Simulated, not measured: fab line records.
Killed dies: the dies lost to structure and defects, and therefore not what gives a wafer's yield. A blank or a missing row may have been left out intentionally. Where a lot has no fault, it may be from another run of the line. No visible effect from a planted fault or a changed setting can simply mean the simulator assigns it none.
fab line records + flow n5_finfet
[record]
- lots = 9
- wafers = 27
- last_day = 17
route steps=1938 shown FIN_CUT@176 STI_FIN_REVEAL@194 DUMMY_GATE@218 BEOL_M4@1111 PASSIVATION@1936
lots untouched by any fault: they come from a run of this same line in which no faults occurred
start_h: the number of hours between the record's first day and the start of the first shown wafer of the lot + wait_h: hours since the lot's step before + " same as the row above + L1.1+2: one row covering several wafers at once + - either no value or no given start + * or withheld: withheld + < > ~ a bound
route shown NAME@n: names a module that has steps shown in the file, with the first one's number in the route + usual: mean/standard deviation of fault-free wafers + same: alike in all rows + chamber/n: place in a boat + sites: the reading at each site + _std_site: how widely they spread, as a standard deviation + _edge_site: mean of outer sites minus mean of inner sites + radius_mm: for every site, how far away it sits from the centre of the wafer + mask NAME#n: copy n + behind: tool/chamber where the wafer was last shaped + hold: why the lot went on hold/how many hours it stayed there/how the hold came to an end + device: whichever transistor did not switch (one of n, p or np) + end of line: at the end of the route, the tests of the same wafers + where a step has no rows: the recipe by itself + killed: the dies lost at the first sort to structure and to defects; this is not the yield of the wafer + map: a wafer's dies, x killed, . not, _ none there
set.NAME: setting as actually run; set.NAME@STEP: the setting as run at that earlier step + model.NAME: the simulator's own value behind a step, which no gauge read
a sample of lots followed through the steps of the route, with each step as a table and each wafer as a row
services: a tool's chamber out of use, with start hour (start_h, from the record's first day; less than 0 if before it), hours out, and reason
[[steps]]
[step N5_FIN_CUT_CUT_ETCH_15]
[recipe]
- chemistry = HBr/Cl2/O2
- target = Si
- target_depth_a = 1000
- bt_time_s = 10
- mask_material = SOC
- time_s = 42.4
- ion_energy_ev = *
- bias_w = *
- pressure_mtorr = 10
- icp_w = 800
- HBr_flow_sccm = 150
- Cl2_flow_sccm = 80
- O2_flow_sccm = 12
[usual]
- chamber_pressure_mTorr = 10.001/0.009
- drypump_motor_current_A = 5.7/0.6
- mfc_cl2_sccm = 80.02/0.25
- oes_o_777_au = 1.01/0.035
- oes_product_au = 1.009/0.018
- throttle_valve_pct = 37.13/0.18
| lot.wafer | tool      | chamber | start_h | wait_h | chamber_pressure_mTorr | drypump_motor_current_A | mfc_cl2_sccm | oes_o_777_au | oes_product_au | rf_hours_counter_h | throttle_valve_pct |
|-----------|-----------|---------|---------|--------|------------------------|-------------------------|--------------|--------------|----------------|--------------------|--------------------|
| L799.1    | rie_si-01 | 2       | 35.12   | 0.1    | 9.994                  | 5.3                     | 79.43        | 1.04         | 1.016          | 6                  | 37.22              |
| L799.4    | "         | 0       | "       | "      | 9.996                  | 6.4                     | 80.33        | 1.05         | 0.991          | 135                | 36.64              |
| L799.5    | "         | 2       | "       | "      | 9.997                  | 5.3                     | 79.66        | 1.05         | 1.019          | -                  | 37.21              |
| L802.1    | rie_si-04 | 1       | 52.67   | 0.1    | 10.000                 | 6.2                     | 80.27        | 1.00         | 1.016          | 55                 | 37.09              |
| L802.4    | "         | 2       | "       | "      | 10.003                 | 5.7                     | 80.24        | 1.02         | 1.001          | 58                 | 37.27              |
| L802.5    | "         | 1       | "       | "      | 9.990                  | 6.2                     | 79.86        | 1.01         | 1.006          | -                  | 37.10              |
| L803.1    | rie_si-02 | 3       | 58.62   | 0.1    | 10.000                 | 4.9                     | 79.67        | 0.94         | 0.963          | 107                | 37.05              |
| L803.4    | "         | 0       | "       | "      | 9.991                  | 6.2                     | 80.18        | 0.98         | 1.000          | 168                | 37.22              |
| L803.6    | "         | 1       | "       | "      | 10.011                 | 4.9                     | 79.58        | 0.96         | 1.009          | -                  | 37.30              |
| L805.3    | rie_si-04 | 0       | 70.76   | 0.0    | 9.997                  | 5.5                     | 79.49        | 1.05         | 1.032          | 26                 | 36.91              |
| L805.5    | "         | 0       | "       | "      | 9.995                  | 5.5                     | 79.71        | 1.04         | 1.033          | -                  | 36.91              |
| L805.6    | "         | 1       | "       | "      | 9.994                  | 6.2                     | 80.13        | 1.00         | 1.022          | -                  | 37.09              |
| L808.1    | rie_si-04 | 3       | 88.03   | 0.1    | 10.008                 | 4.8                     | 80.30        | 0.99         | 1.005          | 149                | 37.26              |
| L808.2    | "         | 1       | "       | "      | 10.010                 | 6.3                     | 80.41        | 1.00         | 1.016          | 56                 | 37.09              |
| L808.6    | "         | 1       | "       | "      | 9.993                  | 6.2                     | 80.39        | 1.00         | 1.016          | -                  | 37.07              |
| L817.1    | rie_si-02 | 3       | 142.69  | 0.1    | 10.006                 | 4.9                     | 80.01        | 0.93         | 0.962          | 109                | 37.06              |
| L817.5    | "         | 3       | "       | "      | 9.993                  | 4.8                     | 79.60        | 0.95         | 0.961          | -                  | 37.05              |
| L817.6    | "         | 2       | "       | "      | 10.014                 | 6.6                     | 80.36        | 1.05         | 1.030          | -                  | 37.37              |
| L819.2    | rie_si-01 | 1       | 153.87  | 0.1    | 10.009                 | 5.8                     | 80.23        | 1.00         | 1.005          | 156                | 37.04              |
| L819.4    | "         | 3       | "       | "      | 9.996                  | 5.6                     | 79.86        | 1.04         | 1.021          | 120                | 37.02              |
| L819.5    | "         | 2       | "       | "      | 10.006                 | 5.3                     | 79.64        | 1.05         | 1.008          | -                  | 37.22              |
| L820.1    | rie_si-04 | 2       | 159.47  | 0.1    | 10.014                 | 5.8                     | 80.05        | 1.02         | 1.003          | 60                 | 37.26              |
| L820.3    | "         | 0       | "       | "      | 10.015                 | 5.5                     | 80.22        | 1.05         | 1.035          | 28                 | 36.90              |
| L820.6    | "         | 1       | "       | "      | 9.998                  | 6.2                     | 79.80        | 1.01         | 1.016          | -                  | 37.08              |
| L821.3    | rie_si-02 | 1       | 165.47  | 0.0    | 10.001                 | 5.0                     | 80.11        | 0.96         | 1.020          | 6                  | 37.28              |
| L821.4    | "         | 2       | "       | "      | 10.005                 | 6.5                     | 79.87        | 1.05         | 1.020          | 159                | 37.39              |
| L821.6    | "         | 1       | "       | "      | 10.002                 | 5.0                     | 80.08        | 0.97         | 1.011          | -                  | 37.29              |
[step N5_STI_FIN_REVEAL_PRECLEAN_29]
[recipe]
- chemistry = DHF
- time_s = 30
- temp_c = 25
- dilution = 300:1
| lot.wafer  | tool         | chamber | start_h | wait_h |
|------------|--------------|---------|---------|--------|
| L799.1+4+5 | wet_bench-05 | 7,0,3   | 42.17   | 0.0    |
| L802.1+4+5 | wet_bench-05 | 7,6,4   | 59.22   | 0.0    |
| L803.1+4+6 | wet_bench-05 | 5,7,1   | 65.16   | 0.0    |
| L805.3+5+6 | wet_bench-03 | 5,0,6   | 77.08   | 0.0    |
| L808.1+2+6 | wet_bench-05 | 4,0,2   | 95.10   | 0.0    |
| L817.1+5+6 | wet_bench-03 | 2,0,1   | 148.95  | 0.0    |
| L819.2+4+5 | wet_bench-06 | 4,5,6   | 160.48  | 0.0    |
| L820.1+3+6 | wet_bench-06 | 0,6,3   | 165.93  | 0.0    |
| L821.3+4+6 | wet_bench-05 | 0,2,7   | 171.62  | 0.0    |
[step N5_STI_FIN_REVEAL_OXIDATION_33]
[recipe]
- chemistry = O2_PLASMA_REMOTE
- temp_c = 150
- time_s = 20
- pressure_mtorr = 1000
- source_power_w = 2000
- o2_flow_sccm = 3000
[usual]
- chamber_pressure_mTorr = 1000.0/0.91
- drypump_motor_current_A = 6.0/0.51
- heater_power_w = 156/13
| lot.wafer | tool            | chamber | start_h | wait_h | chamber_pressure_mTorr | drypump_motor_current_A | heater_power_w | rf_hours_counter_h |
|-----------|-----------------|---------|---------|--------|------------------------|-------------------------|----------------|--------------------|
| L799.1    | plasma_asher-01 | 1       | 45.15   | 0.4    | 1000.4                 | 5.5                     | 140            | 37                 |
| L799.4    | "               | 0       | "       | "      | 1000.9                 | 6.6                     | 160            | -                  |
| L799.5    | "               | 0       | "       | "      | 998.3                  | 6.6                     | 168            | -                  |
| L802.1    | plasma_asher-01 | 0       | 62.33   | 0.3    | 999.8                  | 6.6                     | 161            | 43                 |
| L802.4    | "               | 1       | "       | "      | 999.9                  | 5.5                     | 138            | -                  |
| L802.5    | "               | 0       | "       | "      | 1001.4                 | 6.6                     | 167            | -                  |
| L803.1    | plasma_asher-01 | 0       | 68.07   | 0.3    | 1001.5                 | 6.6                     | 165            | 46                 |
| L803.4    | "               | 1       | "       | "      | 999.7                  | 5.5                     | 139            | -                  |
| L803.6    | "               | 0       | "       | "      | 999.5                  | 6.6                     | 167            | -                  |
| L805.3    | plasma_asher-01 | 1       | 79.72   | 0.0    | 1000.5                 | 5.4                     | 136            | -                  |
| L805.5    | "               | 1       | "       | "      | 998.9                  | 5.5                     | 138            | -                  |
| L805.6    | "               | 0       | "       | "      | 1000.3                 | 6.5                     | 164            | -                  |
| L808.1    | plasma_asher-01 | 1       | 97.68   | 0.0    | 998.5                  | 5.5                     | 141            | 53                 |
| L808.2    | "               | 0       | "       | "      | 1000.4                 | 6.6                     | 164            | 53                 |
| L808.6    | "               | 1       | "       | "      | 999.7                  | 5.5                     | 137            | -                  |
| L817.1    | plasma_asher-02 | 0       | 151.52  | 0.0    | 1000.6                 | 5.5                     | 166            | 89                 |
| L817.5    | "               | 1       | "       | "      | 999.9                  | 6.1                     | 165            | -                  |
| L817.6    | "               | 0       | "       | "      | 998.3                  | 5.5                     | 169            | -                  |
| L819.2    | plasma_asher-02 | 1       | 163.08  | 0.0    | 1000.6                 | 6.2                     | 160            | 92                 |
| L819.4    | "               | 1       | "       | "      | 999.9                  | 6.2                     | 163            | -                  |
| L819.5    | "               | 0       | "       | "      | 999.9                  | 5.4                     | 170            | -                  |
| L820.1    | plasma_asher-01 | 0       | 168.52  | 0.0    | 999.2                  | 6.6                     | 163            | 68                 |
| L820.3    | "               | 1       | "       | "      | 999.3                  | 5.5                     | 140            | -                  |
| L820.6    | "               | 0       | "       | "      | 1000.4                 | 6.6                     | 172            | -                  |
| L821.3    | plasma_asher-01 | 0       | 174.22  | 0.0    | 999.2                  | 6.5                     | 164            | -                  |
| L821.4    | "               | 1       | "       | "      | 999.8                  | 5.5                     | 140            | -                  |
| L821.6    | "               | 1       | "       | "      | 1001.1                 | 5.5                     | 139            | -                  |
[step N5_STI_FIN_REVEAL_INSPECT_13]
[recipe]
- inspect_instrument = darkfield
- mode = post_clean
[usual]
- raw_defect_count = 11/4.9
| lot.wafer | tool              | chamber | start_h | wait_h | raw_defect_count |
|-----------|-------------------|---------|---------|--------|------------------|
| L799.1    | defect_inspect-02 | -       | 45.43   | 0.0    | 13               |
| L799.4    | "                 | -       | "       | "      | 8                |
| L799.5    | "                 | -       | "       | "      | 8                |
| L802.1    | defect_inspect-02 | -       | 62.61   | 0.0    | 7                |
| L802.4    | "                 | -       | "       | "      | 8                |
| L802.5    | "                 | -       | "       | "      | 4                |
| L803.1    | defect_inspect-01 | -       | 68.35   | 0.0    | 1                |
| L803.4    | "                 | -       | "       | "      | 9                |
| L803.6    | "                 | -       | "       | "      | 6                |
| L805.3    | defect_inspect-01 | -       | 79.99   | 0.0    | 6                |
| L805.5    | "                 | -       | "       | "      | 7                |
| L805.6    | "                 | -       | "       | "      | 12               |
| L808.1    | defect_inspect-02 | -       | 97.97   | 0.0    | 12               |
| L808.2    | "                 | -       | "       | "      | 5                |
| L808.6    | "                 | -       | "       | "      | 640              |
| L817.1    | defect_inspect-01 | -       | 151.81  | 0.0    | 9                |
| L817.5    | "                 | -       | "       | "      | 12               |
| L817.6    | "                 | -       | "       | "      | 13               |
| L819.2    | defect_inspect-01 | -       | 163.37  | 0.0    | 5                |
| L819.4    | "                 | -       | "       | "      | 12               |
| L819.5    | "                 | -       | "       | "      | 9                |
| L820.1    | defect_inspect-02 | -       | 168.80  | 0.0    | 13               |
| L820.3    | "                 | -       | "       | "      | 12               |
| L820.6    | "                 | -       | "       | "      | 22               |
| L821.3    | defect_inspect-02 | -       | 174.48  | 0.0    | 13               |
| L821.4    | "                 | -       | "       | "      | 16               |
| L821.6    | "                 | -       | "       | "      | 13               |
[step N5_DUMMY_GATE_CMP_04]
[recipe]
- material = a-Si
- post_cmp_clean = alkaline_brush
[usual]
- motor_current_A = 10.9/1
- time_to_endpoint_s = 13.6/2.6
| lot.wafer | tool   | chamber | start_h | wait_h | motor_current_A | time_to_endpoint_s |
|-----------|--------|---------|---------|--------|-----------------|--------------------|
| L799.1    | cmp-04 | 0       | 49.37   | 0.0    | 9.2             | 14.9               |
| L799.4    | "      | 2       | "       | "      | 11.7            | 14.0               |
| L799.5    | "      | 0       | "       | "      | 9.5             | 11.6               |
| L802.1    | cmp-03 | 0       | 66.92   | 0.0    | 10.3            | 13.8               |
| L802.4    | "      | 1       | "       | "      | 11.1            | 11.3               |
| L802.5    | "      | 1       | "       | "      | 11.2            | 13.1               |
| L803.1    | cmp-03 | 2       | 72.35   | 0.1    | 11.6            | 16.7               |
| L803.4    | "      | 3       | "       | "      | 10.9            | 14.0               |
| L803.6    | "      | 0       | "       | "      | 9.9             | 17.3               |
| L805.3    | cmp-03 | 0       | 83.98   | 0.1    | 10.4            | 17.6               |
| L805.6    | "      | 2       | "       | "      | 10.7            | 20.1               |
| L805.5    | "      | 3       | "       | "      | 11.2            | 18.7               |
| L808.2    | cmp-01 | 1       | 101.94  | 0.0    | 9.0             | 11.9               |
| L808.1    | "      | 3       | "       | "      | 11.5            | 11.6               |
| L808.6    | "      | 1       | "       | "      | 9.2             | 13.2               |
| L817.1    | cmp-01 | 2       | 155.89  | 0.1    | 10.5            | 10.4               |
| L817.5    | "      | 1       | "       | "      | 9.5             | 16.5               |
| L817.6    | "      | 2       | "       | "      | 10.9            | 12.8               |
| L819.4    | cmp-01 | 2       | 167.31  | 0.0    | 10.6            | 13.5               |
| L819.2    | "      | 1       | "       | "      | 9.3             | 15.8               |
| L819.5    | "      | 2       | "       | "      | 11.0            | 12.5               |
| L820.3    | cmp-01 | 0       | 174.67  | 0.1    | 12.3            | 13.4               |
| L820.1    | "      | 2       | "       | "      | 10.4            | 14.5               |
| L820.6    | "      | 0       | "       | "      | 11.9            | 14.4               |
| L821.3    | cmp-01 | 0       | 178.53  | 0.1    | 12.0            | 17.1               |
| L821.4    | "      | 1       | "       | "      | 9.1             | 18.8               |
| L821.6    | "      | 0       | "       | "      | 11.8            | 14.9               |
[step N5_BEOL_M4_RC_MEAS_101]
[usual]
- DIBL_N = 36.3/1.4
- DIBL_P = 36.2/1.5
- IOFF_N = 0.160/0.021
- IOFF_P = 0.211/0.027
- ION_N = 676/7.7
- ION_P = 463/5.5
- SS_N = 71.4/0.57
- SS_P = 73.3/0.58
- VT_N = 249.3/2.5
- VT_P = -250.1/2.6
| lot.wafer | tool      | chamber | start_h | wait_h | DIBL_N[mV/V] | DIBL_P[mV/V] | IOFF_N[nA/um] | IOFF_P[nA/um] | ION_N[uA/um] | ION_P[uA/um] | SS_N[mV/dec] | SS_P[mV/dec] | VT_N[mV] | VT_P[mV] |
|-----------|-----------|---------|---------|--------|--------------|--------------|---------------|---------------|--------------|--------------|--------------|--------------|----------|----------|
| L799.1    | prober-01 | 0       | 181.54  | 0.0    | 38.2         | 38.3         | 0.174         | 0.251         | 683          | 471          | 72.4         | 73.7         | 248.6    | -245.4   |
| L799.4    | "         | 0       | "       | "      | 37.7         | 36.9         | 0.154         | 0.215         | 675          | 464          | 72.0         | 73.3         | 250.5    | -246.7   |
| L799.5    | "         | 0       | "       | "      | 39.7         | 38.2         | 0.195         | 0.248         | 675          | 465          | 72.0         | 73.9         | 248.5    | -249.7   |
| L802.1    | prober-02 | 0       | 189.07  | 0.0    | 37.4         | 38.7         | 0.190         | 0.217         | 691          | 466          | 71.3         | 72.6         | 247.0    | -251.9   |
| L802.4    | "         | 0       | "       | "      | 35.2         | 35.6         | 0.150         | 0.176         | 671          | 457          | 70.5         | 72.5         | 248.2    | -253.0   |
| L802.5    | "         | 0       | "       | "      | 37.5         | 38.4         | 0.201         | 0.208         | 688          | 466          | 71.4         | 72.7         | 245.2    | -251.5   |
| L803.1    | prober-02 | 0       | 192.73  | 0.0    | 34.6         | 34.4         | 0.129         | 0.152         | 674          | 452          | 71.2         | 73.3         | 254.6    | -257.9   |
| L803.4    | "         | 0       | "       | "      | 36.3         | 36.7         | 0.158         | 0.173         | 669          | 454          | 71.3         | 74.3         | 249.1    | -257.4   |
| L803.6    | "         | 0       | "       | "      | 37.5         | 37.7         | 0.168         | 0.185         | 671          | 449          | 72.1         | 74.0         | 251.6    | -253.5   |
| L805.3    | prober-01 | 0       | 214.55  | 0.3    | 37.1         | 35.6         | 0.154         | 0.203         | 673          | 460          | 71.1         | 73.5         | 250.1    | -250.2   |
| L805.5    | "         | 0       | "       | "      | 35.9         | 34.0         | 0.139         | 0.198         | 677          | 469          | 70.9         | 72.5         | 249.1    | -248.9   |
| L805.6    | "         | 0       | "       | "      | 36.6         | 34.4         | 0.144         | 0.193         | 665          | 468          | 70.8         | 72.9         | 248.3    | -249.8   |
| L808.1    | prober-01 | 0       | 244.78  | 0.0    | 34.8         | 33.4         | 0.129         | 0.172         | 665          | 459          | 71.0         | 72.6         | 253.6    | -249.8   |
| L808.2    | "         | 0       | "       | "      | 37.6         | 37.7         | 0.172         | 0.227         | 680          | 464          | 71.2         | 73.9         | 246.5    | -248.4   |
| L808.6    | "         | 0       | "       | "      | 35.2         | 33.9         | 0.131         | 0.173         | 677          | 459          | 71.1         | 72.5         | 250.5    | -249.7   |
| L817.1    | prober-02 | 0       | 276.11  | 0.0    | 35.1         | 33.6         | 0.140         | 0.178         | 667          | 459          | 70.2         | 72.8         | 251.3    | -250.3   |
| L817.5    | "         | 0       | "       | "      | 35.0         | 34.5         | 0.153         | 0.185         | 680          | 460          | 71.4         | 73.0         | 246.7    | -255.1   |
| L817.6    | "         | 0       | "       | "      | 34.2         | 33.2         | 0.135         | 0.174         | 668          | 455          | 70.4         | 72.7         | 249.4    | -253.7   |
| L819.2    | prober-01 | 0       | 300.78  | 0.2    | 36.7         | 38.9         | 0.172         | 0.245         | 678          | 468          | 71.2         | 73.8         | 248.6    | -249.6   |
| L819.4    | "         | 0       | "       | "      | 34.1         | 35.2         | 0.128         | 0.191         | 662          | 462          | 70.9         | 72.5         | 250.9    | -248.4   |
| L819.5    | "         | 0       | "       | "      | 34.5         | 36.2         | 0.141         | 0.199         | 671          | 461          | 70.6         | 73.5         | 251.8    | -251.2   |
| L820.1    | prober-01 | 0       | 308.31  | 0.0    | 36.9         | 37.2         | 0.179         | 0.233         | 680          | 468          | 71.7         | 73.4         | 249.0    | -246.6   |
| L820.3    | "         | 0       | "       | "      | 36.1         | 36.4         | 0.162         | 0.231         | 683          | 469          | 71.4         | 74.0         | 249.9    | -250.1   |
| L820.6    | "         | 0       | "       | "      | 37.2         | 37.9         | 0.189         | 0.242         | 687          | 471          | 72.7         | 74.3         | 247.6    | -248.8   |
| L821.3    | prober-01 | 0       | 313.48  | 0.3    | 36.2         | 36.6         | 0.155         | 0.221         | 673          | 465          | 71.6         | 74.1         | 250.7    | -249.9   |
| L821.4    | "         | 0       | "       | "      | 35.2         | 34.4         | 0.125         | 0.181         | 660          | 451          | 70.8         | 73.0         | 253.3    | -250.6   |
| L821.6    | "         | 0       | "       | "      | 37.5         | 37.0         | 0.157         | 0.228         | 673          | 460          | 71.8         | 74.3         | 250.6    | -249.8   |
[step N5_PASSIVATION_PROBE_49]
[usual]
- defect_limited_yield = 91.3/1.4
- killed_at_M0_to_M3 = 34/10
- killed_at_M4_up = 13/4.8
- killed_at_contacts = 12/6.1
- killed_at_front_end = 40/11
- killed_at_other = 3.7/2.8
- killed_dies = 103/16
- killed_on_rim = 13/3.6
- killed_open = 67/12
- killed_short = 34/7.4
- sort_bin_5_function = 5.1/0.95
- sort_bin_6_memory = 3.2/0.62
- sort_n_pass = 1077/16
- sort_yield_pct = 91.3/1.4
[same]
- gross_dies = 1180
- killed_at_back_side = 0
- sort_bin_4_leakage[%] = 0
- sort_bin_8_speed[%] = 0
| lot.wafer | tool      | chamber | start_h | wait_h | defect_limited_yield[%] | killed_at_M0_to_M3 | killed_at_M4_up | killed_at_contacts | killed_at_front_end | killed_at_other | killed_dies | killed_on_rim | killed_open | killed_short | sort_bin_5_function[%] | sort_bin_6_memory[%] | sort_n_pass | sort_yield_pct[%] |
|-----------|-----------|---------|---------|--------|-------------------------|--------------------|-----------------|--------------------|---------------------|-----------------|-------------|---------------|-------------|--------------|------------------------|----------------------|-------------|-------------------|
| L805.3    | prober-02 | -       | 315.84  | 0.1    | 91.2                    | 34                 | 11              | 14                 | 36                  | 9               | 104         | 13            | 70          | 34           | 5.5                    | 3.1                  | 1076        | 91.2              |
| L805.5    | prober-02 | -       | 315.94  | 0.2    | 90.1                    | 40                 | 18              | 15                 | 38                  | 6               | 117         | 16            | 75          | 42           | 5.7                    | 3.8                  | 1063        | 90.1              |
| L805.6    | prober-02 | -       | 315.99  | 0.3    | 90.5                    | 49                 | 13              | 15                 | 30                  | 5               | 112         | 9             | 73          | 39           | 5.7                    | 3.4                  | 1068        | 90.5              |
| L808.1    | prober-02 | -       | 356.15  | 0.0    | 92.3                    | 30                 | 9               | 6                  | 39                  | 7               | 91          | 12            | 46          | 43           | 4.2                    | 3.3                  | 1089        | 92.3              |
| L808.2    | prober-02 | -       | 356.20  | 0.1    | 91.6                    | 36                 | 19              | 12                 | 30                  | 2               | 99          | 10            | 62          | 34           | 4.8                    | 3.1                  | 1081        | 91.6              |
| L808.6    | prober-02 | -       | 356.40  | 0.3    | 88.3                    | 36                 | 12              | 12                 | 73                  | 5               | 138         | 29            | 49          | 42           | 7.3                    | 2.7                  | 1042        | 88.3              |
// killed by level:class
L805.3 STI_FIN_REVEAL:geometric_particle:open=13 MOL_CONTACT_COAG:geometric_particle:open=12 BEOL_M0_SAQP:geometric_particle:open=12 BEOL_M0_SAQP:geometric_particle:short=7 BEOL_M3:geometric_particle:open=7 STI_FIN_REVEAL:geometric_particle:short=5 MIM_TOP_ETCH:geometric_particle:open=5 BEOL_M2:geometric_particle:open=4
L805.5 BEOL_M0_SAQP:geometric_particle:short=12 MOL_CONTACT_COAG:geometric_particle:open=11 BEOL_M0_SAQP:geometric_particle:open=11 STI_FIN_REVEAL:geometric_particle:open=7 DUMMY_GATE:geometric_particle:open=7 BEOL_M4:geometric_particle:open=6 BEOL_M4:geometric_particle:short=6 BEOL_M3:geometric_particle:open=6
L805.6 BEOL_M0_SAQP:geometric_particle:short=18 BEOL_M0_SAQP:geometric_particle:open=15 MOL_CONTACT_COAG:geometric_particle:open=12 BEOL_M3:geometric_particle:open=9 FIN_SAQP:geometric_particle:open=5 ILD0:geometric_particle:open=5 BEOL_M1:geometric_particle:open=4 BEOL_M4:geometric_particle:open=4
L808.1 BEOL_M2:geometric_particle:open=9 FIN_SAQP:geometric_particle:short=8 GATE_CUT:geometric_particle:short=7 BEOL_M0_SAQP:geometric_particle:short=6 MOL_CONTACT_COAG:geometric_particle:open=5 BEOL_M4:geometric_particle:open=5 FIN_SAQP:geometric_particle:open=4 STARTING-WAFER:geometric_particle:short=4
L808.2 BEOL_M0_SAQP:geometric_particle:open=10 BEOL_M4:geometric_particle:open=10 MOL_CONTACT_COAG:geometric_particle:open=9 BEOL_M0_SAQP:geometric_particle:short=9 BEOL_M2:geometric_particle:open=5 FIN_SAQP:geometric_particle:short=4 GATE_CUT:geometric_particle:short=4 BEOL_M3:geometric_particle:open=4
L808.6 STI_FIN_REVEAL:unspecified=45 BEOL_M0_SAQP:geometric_particle:short=12 MOL_CONTACT_COAG:geometric_particle:open=9 BEOL_M1:geometric_particle:open=9 BEOL_M0_SAQP:geometric_particle:open=6 FIN_SAQP:geometric_particle:short=5 BEOL_M4:geometric_particle:open=5 STI_FIN_REVEAL:geometric_particle:open=4
[[services]]
| tool            | chamber | start_h | hours | kind   |
|-----------------|---------|---------|-------|--------|
| cmp-03          | -       | 14.84   | 1.1   | repair |
| plasma_asher-02 | -       | 17.37   | 59.0  | repair |
| cmp-04          | -       | 39.82   | 0.4   | repair |
| rie_si-04       | 3       | 41.10   | 3.7   | repair |
| wet_bench-03    | -       | 41.85   | 1.1   | repair |
| plasma_asher-01 | -       | 46.42   | 2.8   | pm     |
| cmp-01          | -       | 46.79   | 1.0   | repair |
| cmp-04          | -       | 49.55   | 4.0   | pm     |
| rie_si-01       | -       | 59.69   | 1.5   | repair |
| cmp-03          | -       | 62.76   | 1.4   | repair |
| cmp-01          | -       | 77.74   | 0.2   | repair |
| cmp-04          | -       | 81.23   | 0.3   | repair |
| plasma_asher-01 | -       | 87.39   | 0.8   | repair |
| cmp-04          | -       | 87.50   | 0.6   | repair |
| cmp-04          | -       | 88.29   | 5.5   | pm     |
| rie_si-02       | 2       | 101.70  | 3.4   | repair |
| cmp-01          | -       | 121.17  | 3.7   | repair |
| rie_si-01       | 3       | 121.54  | 2.4   | repair |
| rie_si-01       | 0       | 122.46  | 1.1   | repair |
| rie_si-04       | 2       | 122.89  | 4.2   | repair |
| cmp-01          | -       | 140.30  | 2.7   | repair |
| cmp-03          | -       | 148.96  | 0.9   | repair |
| cmp-01          | -       | 157.30  | 1.3   | repair |
| rie_si-01       | -       | 157.55  | 4.3   | pm     |
[[key]]
[first_sign]
- step = N5_STI_FIN_REVEAL_INSPECT_13
- reading = raw_defect_count
- direction = up
- sigmas = 99+
- usual = 11
- struck = 640
[effect]
- step = N5_PASSIVATION_PROBE_49
- reading = killed_at_front_end
- direction = up
- sigmas = 3.1
- usual = 40
- struck = 73
[more_kills_born_at]
- N5_STI_FIN_REVEAL_PRECLEAN_29@wet_bench-05 = 45
met_at N5_STI_FIN_REVEAL_PRECLEAN_29
struck_lots L808
struck_wafers L808.6
not_acting_at N5_FIN_CUT_CUT_ETCH_15,N5_STI_FIN_REVEAL_OXIDATION_33,N5_DUMMY_GATE_CMP_04
[fault]
- kind = chamber_particle_source
- tool = wet_bench-05
- chamber = 2
- onset_h = 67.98
- steps = N5_STI_FIN_REVEAL_PRECLEAN_29
- rate_per_visit_cm2 = 0.98787
- end_h = 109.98
